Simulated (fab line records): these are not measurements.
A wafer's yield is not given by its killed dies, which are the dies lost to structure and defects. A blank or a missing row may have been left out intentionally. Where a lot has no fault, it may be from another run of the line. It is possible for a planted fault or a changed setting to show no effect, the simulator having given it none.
fab line records	flow n5Finfet
[record] lots = 10	wafers = 25	lastDay = 17
route steps=1938 shown BEOL_M4@1039 PASSIVATION@1936
lots that met no fault: from a run of the same line without faults
startH: hours from the record's first day to the start of the lot's first wafer shown	waitH: hours elapsed since this lot's preceding step	" the same as in the row above	L1.1+2: a row that stands for several wafers	- no value present, or no start provided	* or withheld: withheld	< > ~ a bound
route shown NAME@n: NAME is a module with steps in the file, n the number in the route of the first one	usual: mean/standard deviation taken from wafers without a fault	same: alike in all rows	chamber/n: place in a boat	sites: each site's reading	_std_site: their standard deviation	_edge_site: inner sites' mean taken away from outer sites' mean	radiusMm: for every site, how far away it sits from the centre of the wafer	mask NAME#n: copy n	behind: tool/chamber where the wafer was last shaped	hold: what put the lot on hold/how long, in hours/how the hold closed	device: the n, p or np transistor that did not switch	end of line: tests of these same wafers at the route's end	a step with no rows: only its recipe	killed: at the first sort, the dies lost to defects and structure; wafer yield is something else	map: dies across one wafer; x = killed, . = not, _ = none there
set.NAME: the setting the step ran with; set.NAME@STEP: the setting that earlier step ran with	model.NAME: the simulator's own value behind a step, which no gauge read
one table for each step of the route and one row for each wafer, over a sample of lots
services: when a tool's chamber went out of use (startH, in hours from the record's first day, below 0 if earlier), for how many hours, and the reason
[[steps]]
[step N5_BEOL_M4_ETCH_63]
[recipe] chemistry = CF4	target = SiARC	targetDepthA = 156	maskMaterial = CAR-EUV	timeS = 26	ionEnergyEv = 80	pressureMtorr = 40	sourceW = 545	biasW = 36	Ar_flow_sccm = 100	cf4FlowSccm = 100	ends = cleared
[usual] drypumpMotorCurrentA = 5.7/0.48	etchRfOnTimeS = 26.2/0.64	oesProductAu = 0.69/0.063	rfVppV = 183.8/0.98	showerheadPlenumPTorr = 2.13/0.05	throttleValvePct = 15.65/0.23
lot.wafer	tool	chamber	startH	waitH	drypumpMotorCurrentA	etchRfOnTimeS	oesProductAu	rfHoursCounterH	rfVppV	showerheadPlenumPTorr	throttleValvePct
L925.4	rieDiel-04	1	160.07	0.0	5.4	25.8	0.74	45	183.4	2.18	15.60
L925.5	"	3	"	"	6.0	25.2	0.82	-	184.0	2.11	15.32
L925.6	"	0	"	"	5.9	26.4	0.67	-	182.6	2.06	15.52
L928.2	rieDiel-01	0	175.07	0.0	6.3	26.0	0.67	139	183.0	2.18	15.76
L928.3	"	1	"	"	5.7	26.9	0.58	223	184.6	2.10	16.13
L927.3	rieDiel-04	2	179.77	0.0	5.4	26.2	0.78	17	182.2	2.09	15.27
L927.5	"	1	"	"	5.5	25.9	0.73	-	184.1	2.18	15.59
L927.6	"	2	"	"	5.4	26.1	0.79	-	183.3	2.09	15.28
L932.1	rieDiel-01	0	200.93	0.0	6.3	25.9	0.67	147	185.0	2.17	15.81
L932.3	"	2	"	"	5.3	26.2	0.64	142	186.0	2.23	15.71
L932.4	"	3	"	"	6.0	26.4	0.68	105	184.1	2.18	15.79
L933.4	rieDiel-04	3	210.99	0.0	6.0	25.4	0.78	34	182.6	2.10	15.36
L933.5	"	3	"	"	6.1	25.4	0.78	-	184.4	2.10	15.33
L937.5	rieDiel-04	0	234.86	0.0	5.9	26.8	0.64	-	182.9	2.05	15.55
L937.6	"	1	"	"	5.4	25.6	0.72	-	183.3	2.17	15.63
L938.1	rieDiel-05	1	249.74	0.0	5.8	26.2	0.71	76	184.3	2.07	15.54
L938.5	"	2	"	"	6.7	28.1	0.58	-	185.3	2.11	16.08
L943.2	rieDiel-01	2	264.60	0.0	5.3	26.2	0.63	165	185.9	2.22	15.74
L943.3	"	0	"	"	6.3	26.2	0.65	169	183.4	2.17	15.85
L943.4	"	2	"	"	5.3	26.3	0.63	-	185.2	2.22	15.75
L942.1	rieDiel-05	0	266.03	0.0	5.1	25.5	0.70	95	182.8	2.09	15.53
L942.2	"	2	"	"	6.7	28.2	0.57	216	183.9	2.11	16.08
L947.2	rieDiel-04	1	300.24	0.0	5.4	25.8	0.68	98	182.8	2.16	15.69
L947.4	"	0	"	"	5.9	26.8	0.63	170	184.4	2.05	15.61
L947.6	"	1	"	"	5.4	25.9	0.69	-	184.6	2.16	15.68
[step N5_BEOL_M4_OVL_MEAS_29]
[recipe] pointsPerWafer = 522
[usual] V3_OVL = -0.1/0.79
[same] pointsPerWafer = 522
lot.wafer	tool	chamber	startH	waitH	V3_OVL[nm]
L925.4	overlay-02	0	160.82	0.0	1.2
L925.5	"	0	"	"	-0.1
L925.6	"	0	"	"	0.2
L928.2	overlay-01	0	175.94	0.0	0.5
L928.3	"	0	"	"	0.4
L927.3	overlay-01	0	180.81	0.0	-1.5
L927.5	"	0	"	"	-0.9
L927.6	"	0	"	"	-0.8
L932.1	overlay-01	0	201.66	0.0	0.9
L932.3	"	0	"	"	1.2
L932.4	"	0	"	"	0.3
L933.4	overlay-01	0	211.98	0.0	0.8
L933.5	"	0	"	"	0.8
L937.5	overlay-02	0	235.77	0.0	1.4
L937.6	"	0	"	"	0.1
L938.1	overlay-01	0	250.53	0.0	0.4
L938.5	"	0	"	"	-0.2
L943.2	overlay-01	0	265.35	0.0	-0.4
L943.3	"	0	"	"	0.5
L943.4	"	0	"	"	0.3
L942.1	overlay-02	0	266.78	0.0	-0.9
L942.2	"	0	"	"	-1.1
L947.2	overlay-02	0	301.17	0.0	0.1
L947.4	"	0	"	"	0.3
L947.6	"	0	"	"	-0.1
[step N5_BEOL_M4_ETCH_77]
[recipe] chemistry = N2/H2	target = underlayer	targetDepthA = 65	maskMaterial = CAR-EUV	timeS = 5.2	ionEnergyEv = 200	pressureMtorr = 30	sourceW = 840	biasW = 150	n2FlowSccm = 200	h2FlowSccm = 200	ends = cleared
[usual] drypumpMotorCurrentA = 5.7/0.44	etchRfOnTimeS = 5.22/0.13	h2FlowSccm = 200.0/0.56	oesProductAu = 0.69/0.065	rfVppV = 523.1/2.1	showerheadPlenumPTorr = 2.52/0.064	throttleValvePct = 17.9/0.31
lot.wafer	tool	chamber	startH	waitH	drypumpMotorCurrentA	etchRfOnTimeS	h2FlowSccm	oesProductAu	rfHoursCounterH	rfVppV	showerheadPlenumPTorr	throttleValvePct
L925.4	rieDiel-04	1	161.54	0.0	5.4	5.24	199.4	0.72	46	523.6	2.60	17.8
L925.5	"	1	"	"	5.5	5.22	200.3	0.72	-	525.5	2.60	17.9
L925.6	"	0	"	"	5.9	5.40	200.7	0.66	-	521.9	2.48	18.0
L928.2	rieDiel-01	3	176.06	0.0	6.0	5.23	201.3	0.68	97	523.5	2.56	17.9
L928.3	"	2	"	"	5.3	5.19	199.9	0.64	135	527.4	2.66	18.0
L927.3	rieDiel-01	0	180.93	0.0	6.3	5.12	200.9	0.67	141	524.5	2.58	18.0
L927.5	"	2	"	"	5.3	3.56	200.0	0.81	-	530.8	2.66	18.0
L927.6	"	1	"	"	5.7	5.34	199.2	0.58	-	523.7	2.52	18.6
L932.1	rieDiel-01	2	202.05	0.0	5.3	3.58	199.1	0.81	143	527.6	2.65	18.1
L932.3	"	3	"	"	6.0	5.21	200.1	0.69	105	523.1	2.55	17.9
L932.4	"	1	"	"	5.8	5.32	200.6	0.58	231	520.9	2.52	18.7
L933.4	rieDiel-04	1	212.09	0.0	5.4	5.23	199.4	0.71	65	525.6	2.59	17.9
L933.5	"	3	"	"	6.0	5.07	199.8	0.77	-	523.5	2.47	17.5
L937.5	rieDiel-04	3	236.05	0.0	6.0	5.15	199.8	0.78	-	520.8	2.47	17.5
L937.6	"	0	"	"	5.9	5.46	200.9	0.63	-	521.2	2.46	18.1
L938.1	rieDiel-05	3	250.71	0.0	5.0	5.30	199.7	0.75	50	522.1	2.48	17.7
L938.5	"	3	"	"	5.0	5.26	200.1	0.74	-	523.6	2.48	17.7
L943.2	rieDiel-04	2	265.47	0.0	5.4	5.18	199.3	0.75	42	521.0	2.51	17.8
L943.3	"	0	"	"	5.9	5.43	199.6	0.63	157	520.4	2.46	18.1
L943.4	"	1	"	"	5.4	5.21	199.4	0.69	86	526.0	2.58	17.9
L942.1	rieDiel-01	2	266.91	0.0	5.3	5.26	199.5	0.62	166	526.9	2.64	18.1
L942.2	"	3	"	"	6.0	5.18	200.6	0.66	128	522.8	2.54	18.0
L947.2	rieDiel-04	2	301.29	0.0	5.4	5.23	200.0	0.73	54	522.8	2.50	17.8
L947.4	"	0	"	"	5.9	5.41	199.5	0.62	170	519.7	2.45	18.1
L947.6	"	2	"	"	5.4	5.21	200.1	0.73	-	522.2	2.50	17.8
[step N5_BEOL_M4_ETCH_70]
[recipe] chemistry = N2/H2	target = SOC	targetDepthA = 800	overetchA = 240	maskMaterial = SiARC	tempC = 40	timeS = 130	ionEnergyEv = 200	pressureMtorr = 30	sourceW = 840	biasW = 150	n2FlowSccm = 200	h2FlowSccm = 200
[usual] drypumpMotorCurrentA = 5.8/0.44	h2FlowSccm = 200.0/0.61	oesProductAu = 0.58/0.046	rfVppV = 523.6/1.9	showerheadPlenumPTorr = 2.54/0.064	throttleValvePct = 17.94/0.3
lot.wafer	tool	chamber	startH	waitH	drypumpMotorCurrentA	h2FlowSccm	oesProductAu	rfHoursCounterH	rfVppV	showerheadPlenumPTorr	throttleValvePct
L925.4	rieDiel-04	3	164.18	0.0	6.1	200.7	0.69	18	522.6	2.48	17.41
L925.5	"	1	"	"	5.4	200.4	0.63	-	525.9	2.60	17.78
L925.6	"	0	"	"	5.9	200.5	0.58	-	521.7	2.48	17.95
L928.2	rieDiel-01	2	179.59	0.0	5.3	200.9	0.55	135	527.0	2.66	17.96
L928.3	"	0	"	"	6.3	200.4	0.57	140	523.6	2.58	17.98
L927.3	rieDiel-04	1	183.83	0.0	5.5	199.2	0.63	55	523.8	2.60	17.82
L927.5	"	2	"	"	5.3	199.6	0.68	-	521.4	2.52	17.68
L927.6	"	1	"	"	5.4	199.3	0.63	-	524.4	2.60	17.81
L932.1	rieDiel-01	0	206.65	0.0	6.3	199.7	0.57	149	524.2	2.57	18.01
L932.3	"	3	"	"	6.0	201.2	0.59	106	525.9	2.55	17.89
L932.4	"	1	"	"	5.8	200.8	0.51	232	521.2	2.52	18.61
L933.4	rieDiel-01	1	214.02	0.0	5.7	200.4	0.51	234	522.7	2.52	18.61
L933.5	"	2	"	"	5.3	200.6	0.55	-	526.9	2.65	18.00
L937.5	rieDiel-01	3	241.90	0.0	6.0	200.5	0.57	-	524.5	2.55	17.89
L937.6	"	2	"	"	5.3	200.6	0.54	-	526.9	2.65	17.99
L938.1	rieDiel-01	2	251.21	0.0	5.3	198.9	0.54	160	525.3	2.65	18.01
L938.5	"	3	"	"	6.0	200.2	0.58	-	524.8	2.55	17.92
L943.2	rieDiel-01	2	270.72	0.0	5.3	199.5	0.54	167	526.7	2.65	18.01
L943.3	"	0	"	"	6.3	200.8	0.56	172	522.0	2.56	18.04
L943.4	"	3	"	"	6.0	198.7	0.57	-	523.7	2.54	17.93
L942.1	rieDiel-01	2	276.34	0.0	5.3	200.4	0.54	170	527.8	2.64	18.03
L942.2	"	3	"	"	6.0	200.6	0.57	132	523.2	2.54	17.92
L947.2	rieDiel-05	3	306.12	0.0	5.0	199.6	0.63	71	522.3	2.47	17.72
L947.4	"	1	"	"	5.8	200.3	0.59	-	521.3	2.43	17.64
L947.6	"	3	"	"	5.0	200.5	0.63	-	522.9	2.47	17.71
[step N5_BEOL_M4_RC_MEAS_101]
[usual] DIBL_N = 36.0/1.9	DIBL_P = 35.6/2.4	IOFF_N = 0.16/0.036	IOFF_P = 0.21/0.04	ION_N = 673/14	ION_P = 460/8.9	SS_N = 71.5/0.67	SS_P = 73.2/0.73	VT_N = 249/3.6	VT_P = -250/3.7
lot.wafer	tool	chamber	startH	waitH	DIBL_N[mV/V]	DIBL_P[mV/V]	IOFF_N[nA/um]	IOFF_P[nA/um]	ION_N[uA/um]	ION_P[uA/um]	SS_N[mV/dec]	SS_P[mV/dec]	VT_N[mV]	VT_P[mV]
L925.4	prober-02	0	169.38	0.5	35.0	35.2	0.15	0.16	683	458	72.3	72.4	252	-255
L925.5	"	0	"	"	31.5	31.6	0.10	0.12	661	449	70.8	71.6	259	-261
L925.6	"	0	"	"	34.7	35.5	0.14	0.16	668	456	71.4	72.9	252	-256
L928.2	prober-01	0	184.11	0.2	33.6	33.5	0.14	0.19	665	457	70.7	72.8	250	-251
L928.3	"	0	"	"	33.5	33.5	0.15	0.19	677	464	71.2	73.3	249	-249
L927.3	prober-02	0	189.14	0.3	34.4	32.6	0.13	0.18	668	460	70.8	73.0	253	-249
L927.5	"	0	"	"	37.5	36.3	0.19	0.25	690	471	71.0	73.6	246	-246
L927.6	"	0	"	"	36.4	34.7	0.14	0.20	657	455	71.3	73.0	256	-248
L932.1	prober-01	0	211.33	0.0	37.1	38.2	0.20	0.28	693	476	72.1	73.3	245	-243
L932.3	"	0	"	"	36.2	34.7	0.17	0.22	663	459	71.8	72.7	248	-247
L932.4	"	0	"	"	37.3	37.0	0.20	0.26	689	477	71.9	73.1	245	-246
L933.4	prober-01	0	218.89	0.5	37.1	36.2	0.19	0.24	695	478	71.9	72.7	241	-245
L933.5	"	0	"	"	35.8	35.0	0.17	0.23	701	485	71.5	73.0	244	-247
L937.5	prober-01	0	246.74	0.6	33.4	31.9	0.10	0.16	642	451	70.7	71.4	256	-256
L937.6	"	0	"	"	35.2	34.6	0.15	0.19	674	461	70.6	73.1	249	-252
L938.1	prober-02	0	257.32	0.0	32.8	33.5	0.12	0.15	679	457	70.1	71.7	250	-257
L938.5	"	0	"	"	37.4	37.4	0.19	0.21	688	459	71.7	73.4	244	-252
L943.2	prober-02	0	276.21	0.2	34.6	35.0	0.15	0.19	677	467	71.4	73.3	249	-251
L943.3	"	0	"	"	33.1	32.2	0.11	0.15	664	461	70.9	72.4	254	-255
L943.4	"	0	"	"	36.2	36.5	0.16	0.21	672	468	71.1	73.8	249	-249
L942.1	prober-02	0	281.37	0.0	31.0	30.6	0.10	0.15	662	456	69.6	72.0	257	-254
L942.2	"	0	"	"	36.8	37.6	0.19	0.26	685	464	71.5	73.7	245	-248
L947.2	prober-02	0	310.84	0.2	34.9	36.5	0.16	0.20	684	467	71.0	72.7	248	-249
L947.4	"	0	"	"	34.4	35.7	0.15	0.19	678	459	71.3	72.7	251	-254
L947.6	"	0	"	"	34.5	35.4	0.14	0.18	664	456	71.2	72.9	250	-253
[step N5_PASSIVATION_PROBE_49]
[usual] defectLimitedYield = 91.2/1.4	killed_at_M0_to_M3 = 32/9.3	killed_at_M4_up = 14/4.9	killedAtContacts = 15/7.5	killedAtFrontEnd = 40/11	killedAtOther = 4/3.3	killedDies = 104/17	killedOpen = 68/14	killedShort = 33/7.9	sort_bin_5_function = 5.2/0.99	sort_bin_6_memory = 3.2/0.65	sort_bin_8_speed = 0.03/0.19	sortNPass = 1076/17	sortYieldPct = 91.1/1.5
[same] grossDies = 1180	killedAtBackSide = 0	sort_bin_4_leakage[%] = 0
lot.wafer	tool	chamber	startH	waitH	defectLimitedYield[%]	killed_at_M0_to_M3	killed_at_M4_up	killedAtContacts	killedAtFrontEnd	killedAtOther	killedDies	killedOpen	killedShort	sort_bin_5_function[%]	sort_bin_6_memory[%]	sort_bin_8_speed[%]	sortNPass	sortYieldPct[%]
L927.5	prober-02	-	288.01	0.2	82.0	42	14	30	123	3	212	77	38	14.4	3.1	0	968	82.0
L938.1	prober-01	-	356.32	0.0	92.5	39	7	5	33	5	89	54	31	4.2	3.0	0	1091	92.5
L938.5	prober-01	-	356.52	0.2	92.8	32	14	9	30	0	85	52	31	4.0	3.1	0	1095	92.8
L942.1	prober-02	-	378.42	0.0	89.9	38	14	19	46	2	119	82	36	6.1	3.6	0	1061	89.9
L942.2	prober-02	-	378.47	0.1	91.1	34	14	12	42	3	105	77	28	5.6	3.3	0	1075	91.1
// killed by level:class
L927.5 FIN_CUT:areaEtch=92 MOL_CONTACT_COAG:geometricParticle:open=26 BEOL_M0_SAQP:geometricParticle:short=11 BEOL_M0_SAQP:geometricParticle:open=9 BEOL_M4:geometricParticle:open=8 FIN_SAQP:geometricParticle:open=7 BEOL_M2:geometricParticle:open=7 BEOL_M1:geometricParticle:short=5
L938.1 BEOL_M1:geometricParticle:open=14 FIN_SAQP:geometricParticle:short=8 BEOL_M2:geometricParticle:open=6 DUMMY_GATE:geometricParticle:open=4 MOL_CONTACT_COAG:geometricParticle:open=4 BEOL_M0_SAQP:geometricParticle:open=4 BEOL_M3:geometricParticle:open=4 STARTING-WAFER:geometricParticle:short=4
L938.5 MOL_CONTACT_COAG:geometricParticle:open=8 BEOL_M0_SAQP:geometricParticle:short=8 BEOL_M1:geometricParticle:open=8 STI_FIN_REVEAL:geometricParticle:open=7 BEOL_M0_SAQP:geometricParticle:open=6 BEOL_M2:geometricParticle:open=6 FIN_SAQP:geometricParticle:short=5 BEOL_M5:geometricParticle:short=5
L942.1 MOL_CONTACT_COAG:geometricParticle:open=14 DUMMY_GATE:geometricParticle:open=10 BEOL_M0_SAQP:geometricParticle:open=9 BEOL_M4:geometricParticle:open=7 BEOL_M3:geometricParticle:open=7 STI_FIN_REVEAL:geometricParticle:open=6 GATE_CUT:geometricParticle:open=6 BEOL_M0_SAQP:geometricParticle:short=6
L942.2 FIN_SAQP:geometricParticle:open=10 MOL_CONTACT_COAG:geometricParticle:open=10 STI_FIN_REVEAL:geometricParticle:open=9 DUMMY_GATE:geometricParticle:open=9 BEOL_M0_SAQP:geometricParticle:short=8 BEOL_M2:geometricParticle:open=8 BEOL_M4:geometricParticle:open=7 BEOL_M0_SAQP:geometricParticle:open=7
[[services]]
tool	chamber	startH	hours	kind
rieDiel-04	-	148.85	0.1	repair
rieDiel-04	2	172.28	4.3	repair
rieDiel-05	0	185.05	3.2	repair
rieDiel-04	-	190.71	1.6	repair
rieDiel-05	1	230.89	5.4	repair
rieDiel-04	2	242.38	12.5	repair
rieDiel-01	1	260.23	-	clean
rieDiel-01	1	260.23	-	consumableReplace:esc
rieDiel-01	1	260.23	-	consumableReplace:focusRing
rieDiel-05	2	298.44	8.7	repair
[[key]]
[firstSign] step = N5_BEOL_M4_ETCH_77	reading = etchRfOnTimeS	direction = down	sigmas = 12	usual = *	struck = *
effect none on later readings
metAt N5_BEOL_M4_ETCH_77
struckLots L927,L932
struckWafers L927.5,L932.1
[baselineLoss] step = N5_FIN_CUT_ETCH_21	wafers = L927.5
notActingAt N5_BEOL_M4_ETCH_63,N5_BEOL_M4_OVL_MEAS_29,N5_BEOL_M4_ETCH_70
onsetBetween 176.06 180.93
[fault] kind = processParameterDrift	tool = rieDiel-01	chamber = 2	onsetH = 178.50	steps = N5_BEOL_M4_ETCH_77	channel = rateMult	offset = 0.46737	shape = step	endH = 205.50
// baselineLoss: these wafers lose ten dies or more at that step, a loss of the line's own and not of a fault; the sort's usual values leave them out
